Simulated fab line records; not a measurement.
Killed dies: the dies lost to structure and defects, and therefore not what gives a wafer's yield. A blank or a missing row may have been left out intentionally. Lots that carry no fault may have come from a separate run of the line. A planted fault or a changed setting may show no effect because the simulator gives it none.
2 desks looking at one fault	flow nand harc	numbers are kept per desk, each desk with only its own; the story behind them comes last

## FROM THE METROLOGY DESK
Means of the sampled wafers that have a number, per lot and without regard to the tool the lot ran on: this is what the gauges read. The brackets show how far a lot's mean lies from the usual mean; more than 4 standard deviations puts the lot out of limits, marked OUT.
Columns: A = thk nm at NHARC_A_ONON_D2_THK_MEAS_14, usual 1004 nm
lot	first seen here	A
L243	day 13 05:11	988
L245	day 13 12:53	982
L246	day 14 03:10	1003
L247	day 14 17:16	1016
L248	day 15 00:47	1009
L249	day 15 06:14	993
L250	day 15 21:53	1003
L251	day 16 04:36	1003
L252	day 17 01:28	1003
L253	day 17 04:29	995
L255	day 17 12:21	1018
L257	day 18 15:10	993
L260	day 20 00:22	840 (-15) OUT
L264	day 21 09:58	831 (-16) OUT
This desk finds L260, L264 out of limits, L260 being first, at day 20 00:22 (thk nm at NHARC_A_ONON_D2_THK_MEAS_14). L243, L245, L246, L247, L248, L249, L250, L251, L252, L253, L255, L257: within limits.

## THE DEFECT DESK
What the inspections along the route counted, lot by lot: means of the sampled wafers that have a number. The brackets show how far a lot's mean lies from the usual mean; more than 4 standard deviations puts the lot out of limits, marked OUT.
Columns: A = raw defect count at NHARC_A_DECK1_JOINT_INSPECT_05, usual 331
lot	first seen here	A
L243	day 13 02:20	400
L245	day 13 10:02	268
L246	day 14 00:17	331
L247	day 14 14:25	245
L248	day 14 21:57	732
L249	day 15 03:23	194
L250	day 15 19:03	240
L251	day 16 01:46	233
L252	day 16 22:37	259
L253	day 17 01:38	299
L255	day 17 09:28	330
L257	day 18 12:19	457
L260	day 19 21:28	308
L264	day 21 07:06	518
Result from this desk: across the 14 lots, nothing is out of limits.

## TAKEN TOGETHER
At day 20 00:22 the metrology desk could have sounded an alarm, on L260, L264.
Nothing the defect desk looked at was out of limits.
The defect desk has L260, L264 on record, within its limits.
Every lot named ran NHARC_A_ONON_D2_DEP_12 on pecvd onon-03.

## WHAT THE SIMULATOR PUT IN
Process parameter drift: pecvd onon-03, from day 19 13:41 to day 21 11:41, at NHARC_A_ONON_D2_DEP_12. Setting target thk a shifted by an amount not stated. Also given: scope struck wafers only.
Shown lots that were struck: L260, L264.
Per desk, hours elapsed from the start of the fault to the first reading out of limits: for the metrology desk, 11.
